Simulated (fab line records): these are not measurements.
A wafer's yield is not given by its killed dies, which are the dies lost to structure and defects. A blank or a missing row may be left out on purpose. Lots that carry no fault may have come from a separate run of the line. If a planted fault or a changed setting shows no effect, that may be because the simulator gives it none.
Comparing a struck lot with a sound one + flow nand-harc + 38 steps out of a route of 1159
Sound: wafers L987.1, L987.2, L987.6. Wafers struck: L991.1, L991.3, L991.4. The cause comes at the end.
Each step with rows lists, per side, the tool, then ch with its chambers, then its first start. Under that, the readings that differ: sound wafers + struck wafers + difference of the means + sigmas: that difference in standard deviations of wafers without a fault.
alike: readings whose means differ by less than 2 such deviations, and words and numbers that are the same on both sides. not compared: withheld readings, readings that some wafer has no value for, bounds like >300 that may hide the same value, and numbers for which the record gives no deviation and whose values overlap.
A row with sigmas, a row that says differs or no value, or rows on one side alone: a step with any of these is where the two part. Non-overlapping numbers with no deviation appear without sigmas and do not part them. Lack of a reading on every wafer of one side parts them only where that side has two or more wafers.

NHARC_A_ZERO_WELL_CD_MEAS_10: target cd 2000 nm.
  sound on cd-sem-03 ch 0, day 6 09:55; struck on cd-sem-03 ch 0, day 7 23:42
  alike: cd-nm
then, 1 step without rows for these wafers: NHARC_A_ZERO_WELL_HARDBAKE_11 (time 65 s).
NHARC_A_ZERO_WELL_DESCUM_12: chemistry O2, time 3 s.
  sound on rie-diel-01 ch 1,2,3, day 6 10:05; struck on rie-diel-10 ch 0,2,3, day 7 23:52
  alike: drypump-motor-current-A, oes-product-au, rf-vpp-V, showerhead-plenum-p-Torr, throttle-valve-pct
  not compared: rf-hours-counter-h
NHARC_A_ZERO_WELL_ETCH_19: etches the open film in N2/H2, target depth 80 nm, overetch 24 nm, time 87.88 s.
  sound on rie-diel-01 ch 1,2, day 6 10:10; struck on rie-diel-10 ch 2,3, day 7 23:59
  alike: drypump-motor-current-A, oes-product-au, rf-vpp-V, showerhead-plenum-p-Torr, throttle-valve-pct
  not compared: rf-hours-counter-h
NHARC_A_ZERO_WELL_ETCH_13: etches the open film in HBr/Cl2, target depth 120 nm, time 40.1 s.
  sound on rie-si-05 ch 0,1,2, day 6 10:18; struck on rie-si-06 ch 0,1,3, day 8 00:06
  alike: drypump-motor-current-A, hbr-flow-sccm, mfc-cl2-sccm, oes-product-au, throttle-valve-pct
  not compared: rf-hours-counter-h
then, 4 steps without rows for these wafers: NHARC_A_ZERO_WELL_STRIP_14 (strips in SPM, time 900 s); NHARC_A_ZERO_WELL_IMPLANT_15; NHARC_A_ZERO_WELL_PRECLEAN_22 (cleans in SC1, time 60 s); NHARC_A_ZERO_WELL_SRD_23.
NHARC_A_ZERO_WELL_RTA_16: time 10 s.
  sound on rtp-anneal-02 ch 0, day 6 11:11; struck on rtp-anneal-02 ch 0, day 8 01:01
  alike: anneal-temp-c-max, lamp-power-pct, lamp_zone_2_pct, lamp_zone_7_pct, wafer_temp_C_max
NHARC_A_ZERO_WELL_INSPECT_17:
  sound on defect-inspect-01, day 6 11:23; struck on defect-inspect-01, day 8 01:13
  alike: raw-defect-count
NHARC_A_SOURCE_PLATE_PRECLEAN_00: cleans in HF-LAST, time 60 s.
  sound on wet-bench-02 ch 2,3,6, day 6 11:26; struck on wet-bench-03 ch 1,2,7, day 8 01:17
then, 2 steps without rows for these wafers: NHARC_A_SOURCE_PLATE_SRD_01; NHARC_A_SOURCE_PLATE_OXIDE_02 (material SiO2, target thk 10 nm, ox time 1362 s).
NHARC_A_SOURCE_PLATE_THK_MEAS_09: measures by ellipsometry.
  sound on film-metro-02, day 6 21:37; struck on film-metro-02, day 8 07:38
  alike: thk-nm
then, 3 steps without rows for these wafers: NHARC_A_SOURCE_PLATE_PVD_04 (deposits WSi2, target thk 50 nm); NHARC_A_SOURCE_PLATE_CVD_03 (deposits poly-Si, target thk 200 nm, time 4000 s); NHARC_A_SOURCE_PLATE_ANNEAL_05 (time 1800 s).
NHARC_A_SOURCE_PLATE_THK_MEAS_06: measures by ellipsometry.
  sound on film-metro-02, day 7 13:35; struck on film-metro-01, day 8 21:14
  alike: thk-nm
NHARC_A_SOURCE_PLATE_INSPECT_08:
  sound on defect-inspect-02, day 7 13:39; struck on defect-inspect-01, day 8 21:28
| reading          | sound    | struck      | difference | sigmas |
|------------------|----------|-------------|------------|--------|
| raw-defect-count | 91 63 63 | 479 483 490 | +412       | +11    |
  not compared: hold
NHARC_A_ONON_D1_THK_MEAS_02: measures by ellipsometry.
  sound on film-metro-01, day 7 14:14; struck on film-metro-01, day 9 05:18
  alike: thk-nm
following that, 1 step holds no rows for these wafers, namely NHARC_A_ONON_D1_DEP_03 (target thickness 1000 nm).
NHARC_A_ONON_D1_THK_MEAS_05: measures by ellipsometry.
  sound on film-metro-02, day 7 14:48; struck on film-metro-02, day 9 05:52
  alike: thk-nm
following that, 1 step holds no rows for these wafers, namely NHARC_A_ONON_D1_DEP_06 (target thickness 1000 nm).
NHARC_A_ONON_D1_THK_MEAS_08: measures by ellipsometry.
  sound on film-metro-02, day 7 15:23; struck on film-metro-02, day 9 06:26
  alike: thk-nm
following that, 1 step holds no rows for these wafers, namely NHARC_A_ONON_D1_DEP_09 (target thickness 1000 nm).
NHARC_A_ONON_D1_THK_MEAS_11: measures by ellipsometry.
  sound on film-metro-01, day 7 15:57; struck on film-metro-01, day 9 07:00
  alike: thk-nm
following that, 1 step holds no rows for these wafers, namely NHARC_A_ONON_D1_DEP_12 (target thickness 1000 nm).
NHARC_A_ONON_D1_THK_MEAS_14: measures by ellipsometry.
  sound on film-metro-01, day 7 16:31; struck on film-metro-01, day 9 07:38
  alike: thk-nm
then, 2 steps without rows for these wafers: NHARC_A_ONON_D1_ANNEAL_15 (time 3600 s); NHARC_A_ONON_D1_DEP_16 (target thk 1000 nm).
NHARC_A_ONON_D1_THK_MEAS_18: measures by ellipsometry.
  sound on film-metro-01, day 8 00:32; struck on film-metro-02, day 9 12:27
  alike: thk-nm
following that, 1 step holds no rows for these wafers, namely NHARC_A_ONON_D1_DEP_19 (target thickness 1000 nm).
NHARC_A_ONON_D1_THK_MEAS_21: measures by ellipsometry.
  sound on film-metro-01, day 8 01:06; struck on film-metro-01, day 9 13:01
  alike: thk-nm
following that, 1 step holds no rows for these wafers, namely NHARC_A_ONON_D1_DEP_22 (target thickness 1000 nm).
NHARC_A_ONON_D1_THK_MEAS_24: measures by ellipsometry.
  sound on film-metro-02, day 8 01:40; struck on film-metro-01, day 9 13:35
| reading     | sound          | struck      | difference | sigmas |
|-------------|----------------|-------------|------------|--------|
| thk-nm (nm) | 1008 1009 1008 | 988 990 987 | -20        | -2     |
following that, 1 step holds no rows for these wafers, namely NHARC_A_ONON_D1_DEP_25 (target thickness 1000 nm).
NHARC_END_SORT_01:
  the record has rows for the sound wafers here (prober-01 ch 0, day 20 16:22) and none for the struck ones

## WHERE THEY PART
First at NHARC_A_SOURCE_PLATE_INSPECT_08; last, within this record, at NHARC_END_SORT_01.

WHY: what the simulator had put in
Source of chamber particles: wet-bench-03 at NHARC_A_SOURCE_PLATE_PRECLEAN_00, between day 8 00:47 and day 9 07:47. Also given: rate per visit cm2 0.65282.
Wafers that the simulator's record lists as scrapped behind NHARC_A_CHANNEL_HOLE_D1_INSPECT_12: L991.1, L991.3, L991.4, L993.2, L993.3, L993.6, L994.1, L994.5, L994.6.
